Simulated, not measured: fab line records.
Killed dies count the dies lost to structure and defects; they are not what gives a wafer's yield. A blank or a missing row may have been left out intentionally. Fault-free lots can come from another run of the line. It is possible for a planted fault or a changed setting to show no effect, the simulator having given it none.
Matching of chambers	flow n5-finfet	4 sister chambers for N5_STI_FIN_REVEAL_ALD_00 on ald-sin-02
The step deposits SiO2, target thk 1 nm, pulse time 1 s. 4 wafers are shown with their chamber, then 7 later ones without.

== WAFERS WITH THEIR CHAMBER ==
wafer	chamber	heater-power-w (W)
L085.1	2	469
L085.4	3	522
L089.2	0	449
L089.3	1	462

== WAFERS WITH NO CHAMBER GIVEN ==
wafer	heater-power-w (W)
L089.6	428
L096.1	510
L096.3	458
L096.5	441
L097.1	445
L097.4	477
L097.5	474

== WHICH CHAMBER EACH ONE RAN IN ==
wafer	from the rows above	in truth
L089.6	can't be placed: 0 or 1 or 2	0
L096.1	3	3
L096.3	can't be placed: 1 or 0 or 2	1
L096.5	can't be placed: 0 or 1 or 2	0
L097.1	can't be placed: 0 or 1 or 2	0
L097.4	can't be placed: 2 or 1 or 0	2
L097.5	can't be placed: 2 or 1 or 0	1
Correctly placed: 1 of 7. Not placeable from these rows: 6 (in 6, the candidates include the true chamber). Wrongly placed: 0.
How it was worked out, from the rows above alone: a wafer's distance from a chamber is the root of the sum, over the readings, of the square of ((its reading less the chamber's mean) divided by the reading's scatter). If the next closest chamber is less than 2 further off than the closest, the wafer can't be placed; otherwise it belongs to the closest. Each chamber's mean is taken over the wafers shown for it. The scatter: with one shown wafer a chamber, the root of the mean of the squares of how far each hidden wafer lies from its nearest shown one.
